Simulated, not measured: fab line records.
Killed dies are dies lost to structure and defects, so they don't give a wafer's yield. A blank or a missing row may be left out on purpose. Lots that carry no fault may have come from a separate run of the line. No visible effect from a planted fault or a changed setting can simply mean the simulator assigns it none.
Chamber matching | flow nand-harc | 3 sister chambers for NHARC_P_M1_DEP_33 on pecvd-01
The step deposits SiCN, target thk 30 nm. 3 wafers are shown with their chamber, then 7 later ones without.

== EACH WAFER AND ITS CHAMBER ==
wafer  | chamber | heater-power-outer-w (W)
L090.4 | 2       | 275
L091.1 | 1       | 345
L091.3 | 0       | 402

== WAFERS MISSING THEIR CHAMBER ==
wafer  | heater-power-outer-w (W)
L091.5 | 396
L095.4 | 261
L095.5 | 312
L095.6 | 453
L097.3 | 434
L097.4 | 448
L097.5 | 336

== WHICH CHAMBER EACH ONE RAN IN ==
wafer  | from the rows above          | in truth
L091.5 | can't be placed: 0 or 1      | 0
L095.4 | 2                            | 2
L095.5 | can't be placed: 1 or 2 or 0 | 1
L095.6 | can't be placed: 0 or 1      | 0
L097.3 | can't be placed: 0 or 1      | 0
L097.4 | can't be placed: 0 or 1      | 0
L097.5 | can't be placed: 1 or 2 or 0 | 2
Placed correctly: 1 of 7. Can't be placed from these rows: 6 (the true chamber is among the candidates in 6). 0 placed wrongly.
How it was worked out, from the rows above alone: a wafer's distance from a chamber is the root of the sum, over the readings, of the square of ((its reading less the chamber's mean) divided by the reading's scatter). If the next closest chamber is less than 2 further off than the closest, the wafer can't be placed; otherwise it belongs to the closest. A chamber's mean is the mean of its shown wafers. The scatter: root of mean squared gap, hidden wafer to nearest shown wafer, with one shown wafer a chamber.
